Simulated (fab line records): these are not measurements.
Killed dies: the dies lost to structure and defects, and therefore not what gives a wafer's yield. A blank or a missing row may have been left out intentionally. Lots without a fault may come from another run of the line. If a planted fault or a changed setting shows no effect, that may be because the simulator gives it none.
Which of the tools did it? || flow n5_finfet || 13 lots, 37 wafers sampled, at 2 steps of a route of 1938

== WHAT THE GAUGES READ, wafer by wafer ==
N5_MIM_TOP_LITHO_OVL_MEAS_11.
{"lot": "L540", "measured": "day 13 06:11", "on": "overlay-02", "MIM_TOP_OVL (nm)": "7 5 4"}
{"lot": "L541", "measured": "day 13 13:45", "on": "overlay-02", "MIM_TOP_OVL (nm)": "-2 -12 -11"}
{"lot": "L542", "measured": "day 13 17:52", "on": "overlay-01", "MIM_TOP_OVL (nm)": "-1 2 -1"}
{"lot": "L544", "measured": "day 14 09:05", "on": "overlay-02", "MIM_TOP_OVL (nm)": "-11 -2 -6"}
{"lot": "L543", "measured": "day 13 22:02", "on": "overlay-02", "MIM_TOP_OVL (nm)": "-6 -2"}
{"lot": "L545", "measured": "day 14 13:57", "on": "overlay-01", "MIM_TOP_OVL (nm)": "-3 -3 -7"}
{"lot": "L546", "measured": "day 14 12:16", "on": "overlay-01", "MIM_TOP_OVL (nm)": "-7 6"}
{"lot": "L547", "measured": "day 14 19:26", "on": "overlay-02", "MIM_TOP_OVL (nm)": "-7 -10 1"}
{"lot": "L549", "measured": "day 15 04:08", "on": "overlay-01", "MIM_TOP_OVL (nm)": "1 6 -1"}
{"lot": "L550", "measured": "day 15 07:29", "on": "overlay-01", "MIM_TOP_OVL (nm)": "-6 -2 -2"}
{"lot": "L552", "measured": "day 16 13:28", "on": "overlay-02", "MIM_TOP_OVL (nm)": "-8 -7 -3"}
{"lot": "L555", "measured": "day 16 20:31", "on": "overlay-01", "MIM_TOP_OVL (nm)": "0 -2 -7"}
{"lot": "L558", "measured": "day 17 08:28", "on": "overlay-02", "MIM_TOP_OVL (nm)": "-1 -12 -9"}

== WHAT TOOL EACH LOT RAN ON (gives the tool, then ch and the chambers of the sampled wafers, and finally the start) ==
{"lot": "L540", "N5_BEOL_M0_CVD_115": "cvd_co-02 ch 0,1,2, day 5 23:58"}
{"lot": "L541", "N5_BEOL_M0_CVD_115": "cvd_co-01 ch 0, day 6 04:01"}
{"lot": "L542", "N5_BEOL_M0_CVD_115": "cvd_co-01 ch 0,2, day 6 12:04"}
{"lot": "L544", "N5_BEOL_M0_CVD_115": "cvd_co-01 ch 0,1,2, day 6 22:28"}
{"lot": "L543", "N5_BEOL_M0_CVD_115": "cvd_co-02 ch 2, day 7 02:34"}
{"lot": "L545", "N5_BEOL_M0_CVD_115": "cvd_co-01 ch 0,1,2, day 7 06:05"}
{"lot": "L546", "N5_BEOL_M0_CVD_115": "cvd_co-02 ch 1,2, day 7 12:25"}
{"lot": "L547", "N5_BEOL_M0_CVD_115": "cvd_co-01 ch 0,1, day 7 15:41"}
{"lot": "L549", "N5_BEOL_M0_CVD_115": "cvd_co-01 ch 0,1,2, day 8 03:17"}
{"lot": "L550", "N5_BEOL_M0_CVD_115": "cvd_co-01 ch 0,1,2, day 8 12:22"}
{"lot": "L552", "N5_BEOL_M0_CVD_115": "cvd_co-02 ch 0,1,2, day 9 06:53"}
{"lot": "L555", "N5_BEOL_M0_CVD_115": "cvd_co-02 ch 0,1,2, day 9 20:02"}
{"lot": "L558", "N5_BEOL_M0_CVD_115": "cvd_co-02 ch 1,2, day 10 06:39"}
- N5_BEOL_M0_CVD_115: deposits Co from CCTBA/H2, time 120 s.

== AS READ BY THE TOOLS THEMSELVES (means over the sampled wafers that have a number; for cases with no such wafer, the mark the record gives instead) ==
The record holds no such reading with a usual standard deviation.

== THE ANSWER, worked out from the rows above alone ==
Rule: the lots themselves supply what counts as usual. Put in order of their means at a reading, lots are off if they are a third of the lots or fewer, leave a main group of 4 or more, and stand apart from it by a gap of 3 or more times the standard deviation of the main group's means; of several such gaps the widest counts. A main group is skipped when, at the precision printed for the reading in the tables above, its means are all equal. A lot without any number at a reading at which 4 lots or more have one is off too. All remaining lots with rows at the step are treated as sound. Order of review: gauges by route order, followed by the tools' own readings, for which a lot's mean as printed above is used. The first step at which some lot is off is used, and at that step the reading that is off furthest; a lot without a number counts as furthest.
Across all readings shown, no lot is off: no conclusion can be drawn from this.

== WHAT THE SIMULATOR HAD INSERTED ==
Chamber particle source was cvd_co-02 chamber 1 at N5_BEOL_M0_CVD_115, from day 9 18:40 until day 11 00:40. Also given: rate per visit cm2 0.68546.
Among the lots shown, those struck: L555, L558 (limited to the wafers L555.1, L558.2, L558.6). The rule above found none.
